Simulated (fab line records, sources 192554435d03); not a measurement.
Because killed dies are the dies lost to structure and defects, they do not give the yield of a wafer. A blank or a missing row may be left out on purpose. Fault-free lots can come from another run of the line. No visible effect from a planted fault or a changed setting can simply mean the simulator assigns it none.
Which tool did it? ; flow n5-finfet ; 36 wafers from 12 lots sampled at 2 of the route's 1938 steps

## WHAT EACH GAUGE READ, for each wafer
N5_PASSIVATION_CD_MEAS_44: target cd 40000 nm.
lot;measured;on;cd-nm (nm)
L529;day 12 20:58;cd-sem-02;40000 40010 40003
L531;day 13 11:44;cd-sem-01;39993 39998 39997
L532;day 13 18:25;cd-sem-01;40005 40007 40002
L533;day 13 15:17;cd-sem-01;39997 39996 39997
L534;day 13 12:26;cd-sem-01;39994 40000 40000
L536;day 14 14:55;cd-sem-02;40002 39997 39995
L537;day 14 15:09;cd-sem-02;40001 39998 40006
L541;day 16 01:19;cd-sem-02;40004 39999 40003
L542;day 16 00:43;cd-sem-02;39998 40003 40002
L549;day 18 00:19;cd-sem-01;40005 40000 39997
L550;day 18 06:48;cd-sem-02;40007 40005 40003
L551;day 18 14:22;cd-sem-03;40000 40000 40005

## WHICH TOOL RAN EACH LOT (tool, then ch and the chambers of the sampled wafers, then the start)
lot;N5_BEOL_M1_ETCHBACK_99
L529;rie-diel-05 ch 0,1,2, day 6 03:47
L531;rie-diel-02 ch 1,2,3, day 7 10:08
L532;rie-diel-05 ch 1,2, day 7 10:15
L533;rie-diel-02 ch 0,1,2, day 7 13:10
L534;rie-diel-05 ch 0,2,3, day 7 13:12
L536;rie-diel-02 ch 1,2,3, day 7 23:07
L537;rie-diel-05 ch 1,2,3, day 8 19:52
L541;rie-diel-04 ch 0,1,2, day 9 20:14
L542;rie-diel-05 ch 0,1, day 9 20:19
L549;rie-diel-02 ch 0,1,3, day 11 14:11
L550;rie-diel-02 ch 0,1,3, day 11 18:20
L551;rie-diel-02 ch 0,2,3, day 11 23:08
- N5_BEOL_M1_ETCHBACK_99: etches SiO2 in CHF3, target depth 5 nm, time 10.4 s.

## AS READ BY THE TOOLS THEMSELVES (means over the sampled wafers that have a number; for cases with no such wafer, the mark the record gives instead)
N5_BEOL_M1_ETCHBACK_99.
lot;tool;drypump-motor-current-A (A);oes-product-au (a.u.);rf-vpp-V (V);showerhead-plenum-p-Torr (Torr);throttle-valve-pct (%)
L529;rie-diel-05;5.8;0.81;240.5;2.20;17.08
L531;rie-diel-02;5.2;0.72;241.3;2.20;17.10
L532;rie-diel-05;5.6;0.81;240.2;2.17;17.00
L533;rie-diel-02;5.3;0.70;239.2;2.12;17.01
L534;rie-diel-05;5.8;0.86;241.4;2.19;17.05
L536;rie-diel-02;5.2;0.71;241.3;2.20;17.10
L537;rie-diel-05;5.6;0.85;240.2;2.16;16.97
L541;rie-diel-04;5.9;0.85;241.3;2.15;16.96
L542;rie-diel-05;6.0;0.74;242.1;2.21;17.28
L549;rie-diel-02;5.1;0.85;242.3;2.24;16.93
L550;rie-diel-02;5.1;0.84;241.8;2.24;16.92
L551;rie-diel-02;5.4;0.78;242.3;2.21;16.97

## THE ANSWER, worked out from the rows above alone
Rule: usual is defined by the lots themselves. The widest of any qualifying gaps counts: lots, ordered by their means at a reading, are off when they make up no more than a third of the lots, leave a main group of 4 or more, and stand apart from it by 3 or more times the standard deviation of that group's means. A main group is skipped when, at the precision printed for the reading in the tables above, its means are all equal. A lot without any number at a reading at which 4 lots or more have one is off too. All remaining lots with rows at the step are treated as sound. The gauges are gone through in route order, then the tools' own readings, and for those a lot's mean is taken as printed above. The first step at which some lot is off is used, and at that step the reading that is off furthest; a lot without a number counts as furthest.
None of the lots is off at any reading shown; this tells nothing.

## WHAT THE SIMULATOR HAD INSERTED
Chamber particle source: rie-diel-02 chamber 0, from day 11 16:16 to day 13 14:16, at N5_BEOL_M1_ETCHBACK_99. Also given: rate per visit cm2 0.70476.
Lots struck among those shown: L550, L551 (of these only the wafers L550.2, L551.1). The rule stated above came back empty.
